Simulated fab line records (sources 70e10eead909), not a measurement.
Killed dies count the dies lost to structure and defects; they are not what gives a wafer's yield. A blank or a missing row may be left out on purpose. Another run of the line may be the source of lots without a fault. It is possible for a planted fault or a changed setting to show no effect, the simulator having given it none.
Chamber matching    flow nand harc    NHARC_P_GATE_DESCUM_31 on rie diel-11 has 4 sister chambers
The step chemistry O2, time 3 s. 39 wafers are shown with their chamber, then 12 later ones without.

EACH WAFER AND ITS CHAMBER
wafer   chamber  showerhead plenum p Torr (Torr)  drypump motor current A (A)  rf vpp V (V)
L076.2  2        1.82                             5.8                          56.9
L076.5  3        1.95                             5.8                          58.5
L076.6  2        1.82                             5.8                          57.9
L077.3  0        2.03                             5.6                          58.2
L077.5  3        1.95                             5.8                          56.6
L077.6  2        1.82                             5.7                          58.9
L079.2  0        2.03                             5.6                          57.7
L079.3  2        1.81                             5.8                          54.7
L079.6  2        1.81                             5.8                          57.2
L081.1  2        1.81                             5.8                          57.4
L081.2  1        2.05                             5.6                          59.1
L081.6  2        1.81                             5.8                          57.0
L083.2  1        2.05                             5.6                          58.3
L083.3  3        1.95                             5.8                          58.2
L083.4  0        2.03                             5.6                          57.5
L083.1  0        2.03                             5.6                          58.1
L083.5  1        2.05                             5.6                          58.6
L083.6  3        1.95                             5.8                          59.1
L084.1  1        2.05                             5.5                          57.9
L084.5  3        1.95                             5.8                          58.3
L084.6  0        2.03                             5.6                          58.0
L086.2  1        2.04                             5.6                          57.9
L086.3  3        1.95                             5.7                          57.3
L086.5  0        2.03                             5.6                          58.7
L090.1  3        1.95                             5.8                          56.9
L090.3  2        1.81                             5.8                          58.6
L090.5  0        2.03                             5.6                          58.5
L090.2  0        2.03                             5.6                          58.7
L090.4  1        2.04                             5.6                          57.7
L090.6  3        1.95                             5.8                          57.9
L091.1  1        2.04                             5.6                          57.6
L091.5  1        2.04                             5.6                          58.4
L091.6  2        1.81                             5.8                          56.7
L092.1  2        1.81                             5.8                          57.9
L092.4  1        2.04                             5.6                          57.8
L092.6  2        1.81                             5.8                          58.9
L093.2  2        1.81                             5.8                          57.2
L093.3  3        1.95                             5.8                          57.5
L093.6  3        1.95                             5.8                          58.4

SIGNATURES, as means of the wafers listed above
reading                   chamber 0  chamber 1  chamber 2  chamber 3  scatter within a chamber
showerhead plenum p Torr  2.0300     2.0444     1.8125     1.9500     0.00357
drypump motor current A   5.600      5.589      5.792      5.790      0.0278
rf vpp V                  58.175     58.144     57.442     57.870     0.82
Rule: a wafer's distance from a chamber is the root of the sum, over the readings, of the square of ((its reading less the chamber's mean) divided by the reading's scatter). The wafer belongs to the nearest chamber; if the next one is less than 2 further off, it can't be placed. How the scatter is found: for the shown wafers, subtract from each reading the mean of its chamber, square and add these, divide the total by (wafers less chambers), then take the root.

WAFERS MISSING THEIR CHAMBER
wafer   showerhead plenum p Torr (Torr)  drypump motor current A (A)  rf vpp V (V)
L093.1  2.04                             5.6                          58.6
L093.4  2.03                             5.6                          58.2
L093.5  2.03                             5.6                          58.1
L094.1  2.03                             5.6                          57.8
L094.3  1.81                             5.8                          57.1
L094.5  2.04                             5.6                          58.5
L097.2  2.02                             5.6                          59.0
L097.3  2.04                             5.6                          59.5
L097.5  2.02                             5.6                          58.1
L097.1  1.81                             5.8                          58.4
L097.4  1.94                             5.8                          59.3
L097.6  2.04                             5.6                          59.6

THE CHAMBER EACH PASSED THROUGH
wafer   from the rows above      in truth
L093.1  can't be placed: 1 or 0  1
L093.4  0                        0
L093.5  0                        0
L094.1  0                        0
L094.3  2                        2
L094.5  can't be placed: 1 or 0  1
L097.2  0                        0
L097.3  can't be placed: 1 or 0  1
L097.5  0                        0
L097.1  2                        2
L097.4  3                        3
L097.6  can't be placed: 1 or 0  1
8 of 12 placed correctly. These rows do not allow placing 4 (true chamber among the candidates in 4). 0 placed wrongly.
